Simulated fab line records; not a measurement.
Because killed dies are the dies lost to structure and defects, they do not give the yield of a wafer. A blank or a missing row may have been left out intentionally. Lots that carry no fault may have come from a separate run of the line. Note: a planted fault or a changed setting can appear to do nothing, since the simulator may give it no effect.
Chamber matching | flow n5Finfet | N5_MIM_TOP_ALD_00 on aldHk-02: 4 sister chambers
The step deposits Al2O3, purge time 3 s, co reactant pulse time 3 s. 8 wafers are shown with their chamber, then 10 later ones without.

== WAFERS PAIRED WITH THEIR CHAMBERS ==
wafer  | chamber | precursorPulseHeightRel
L088.1 | 3       | 1.038
L088.5 | 0       | 1.037
L088.6 | 1       | 1.002
L085.2 | 0       | 0.997
L085.3 | 2       | 0.993
L085.4 | 3       | 0.989
L087.1 | 2       | 1.010
L087.3 | 1       | 1.006

== WAFERS WITH NO CHAMBER GIVEN ==
wafer  | precursorPulseHeightRel
L087.6 | 1.022
L092.1 | 1.025
L092.4 | 1.021
L092.6 | 0.999
L090.1 | 1.018
L090.3 | 1.005
L090.4 | 1.007
L093.1 | 0.974
L093.2 | 1.006
L093.4 | 1.003

== CHAMBER TAKEN BY EACH ==
wafer  | from the rows above               | in truth
L087.6 | can't be placed: 0 or 3 or 1 or 2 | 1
L092.1 | can't be placed: 0 or 3 or 1 or 2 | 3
L092.4 | can't be placed: 0 or 3 or 1 or 2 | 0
L092.6 | can't be placed: 2 or 1 or 3 or 0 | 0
L090.1 | can't be placed: 0 or 3 or 1 or 2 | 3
L090.3 | can't be placed: 1 or 2 or 3 or 0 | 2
L090.4 | can't be placed: 1 or 2 or 3 or 0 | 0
L093.1 | can't be placed: 2 or 1 or 3 or 0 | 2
L093.2 | can't be placed: 1 or 2 or 3 or 0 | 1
L093.4 | can't be placed: 1 or 2 or 3 or 0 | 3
0 of 10 placed correctly. From these rows, 10 cannot be placed; in 10 the true chamber is one of the candidates. Wrongly placed: 0.
How it was worked out, from the rows above alone: a wafer's distance from a chamber is the root of the sum, over the readings, of the square of ((its reading less the chamber's mean) divided by the reading's scatter). The wafer belongs to the nearest chamber; if the next one is less than 2 further off, it can't be placed. A chamber's mean is the mean of its shown wafers. The scatter: the root of (the sum of the squares of (reading less its chamber's mean) over the shown wafers, divided by (wafers less chambers)).
